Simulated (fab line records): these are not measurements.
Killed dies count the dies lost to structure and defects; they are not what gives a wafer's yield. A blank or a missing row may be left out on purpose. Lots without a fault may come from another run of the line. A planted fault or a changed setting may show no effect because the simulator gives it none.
Chamber matching | flow n5-finfet | 4 sister chambers for N5_BEOL_M3_ETCH_74 on rie-diel-05
The step etches underlayer in N2/H2, target depth 6.5 nm, time 5.2 s. 20 wafers are shown with their chamber, then 10 later ones without.

== EACH WAFER AND ITS CHAMBER ==
wafer  | chamber | showerhead-plenum-p-Torr (Torr) | drypump-motor-current-A (A) | throttle-valve-pct (%)
L074.2 | 2       | 2.68                            | 6.8                         | 17.48
L074.3 | 0       | 2.35                            | 5.6                         | 17.80
L074.4 | 1       | 2.71                            | 6.1                         | 17.59
L078.1 | 0       | 2.35                            | 5.6                         | 17.78
L078.3 | 2       | 2.67                            | 6.7                         | 17.49
L078.6 | 3       | 2.61                            | 5.8                         | 17.42
L079.3 | 2       | 2.67                            | 6.8                         | 17.47
L079.5 | 1       | 2.70                            | 6.1                         | 17.62
L079.6 | 0       | 2.35                            | 5.6                         | 17.80
L080.1 | 3       | 2.61                            | 5.8                         | 17.42
L080.4 | 2       | 2.67                            | 6.7                         | 17.49
L080.5 | 0       | 2.35                            | 5.6                         | 17.79
L084.3 | 3       | 2.61                            | 5.8                         | 17.46
L084.4 | 2       | 2.67                            | 6.8                         | 17.49
L084.5 | 2       | 2.67                            | 6.7                         | 17.50
L085.2 | 3       | 2.61                            | 5.8                         | 17.49
L085.3 | 2       | 2.67                            | 6.8                         | 17.51
L085.6 | 1       | 2.70                            | 6.1                         | 17.65
L090.1 | 0       | 2.34                            | 5.6                         | 17.81
L090.4 | 1       | 2.69                            | 6.1                         | 17.64

SIGNATURES, as means of the wafers listed above
reading                  | chamber 0 | chamber 1 | chamber 2 | chamber 3 | scatter within a chamber
showerhead-plenum-p-Torr | 2.3480    | 2.7000    | 2.6714    | 2.6100    | 0.00478
drypump-motor-current-A  | 5.600     | 6.100     | 6.757     | 5.800     | 0.0327
throttle-valve-pct       | 17.7960   | 17.6250   | 17.4900   | 17.4475   | 0.0211
Rule: for each reading, subtract the chamber's mean from the wafer's reading, divide by that reading's scatter and square the result; add these up over the readings and take the root, which gives the wafer's distance from the chamber. The wafer belongs to the nearest chamber; if the next one is less than 2 further off, it can't be placed. The scatter: the root of (the sum of the squares of (reading less its chamber's mean) over the shown wafers, divided by (wafers less chambers)).

== WAFERS WHOSE CHAMBER IS MISSING ==
wafer  | showerhead-plenum-p-Torr (Torr) | drypump-motor-current-A (A) | throttle-valve-pct (%)
L090.6 | 2.60                            | 5.8                         | 17.47
L091.1 | 2.67                            | 6.7                         | 17.51
L091.3 | 2.69                            | 6.1                         | 17.69
L091.4 | 2.60                            | 5.8                         | 17.46
L089.1 | 2.60                            | 5.8                         | 17.47
L089.4 | 2.66                            | 6.8                         | 17.49
L089.6 | 2.60                            | 5.8                         | 17.48
L093.1 | 2.60                            | 5.8                         | 17.47
L093.5 | 2.69                            | 6.1                         | 17.67
L093.6 | 2.66                            | 6.8                         | 17.52

== CHAMBER TAKEN BY EACH ==
wafer  | from the rows above | in truth
L090.6 | 3                   | 3
L091.1 | 2                   | 2
L091.3 | 1                   | 1
L091.4 | 3                   | 3
L089.1 | 3                   | 3
L089.4 | 2                   | 2
L089.6 | 3                   | 3
L093.1 | 3                   | 3
L093.5 | 1                   | 1
L093.6 | 2                   | 2
Correct placement for 10 of the 10. Can't be placed from these rows: 0. Placed wrongly: 0.
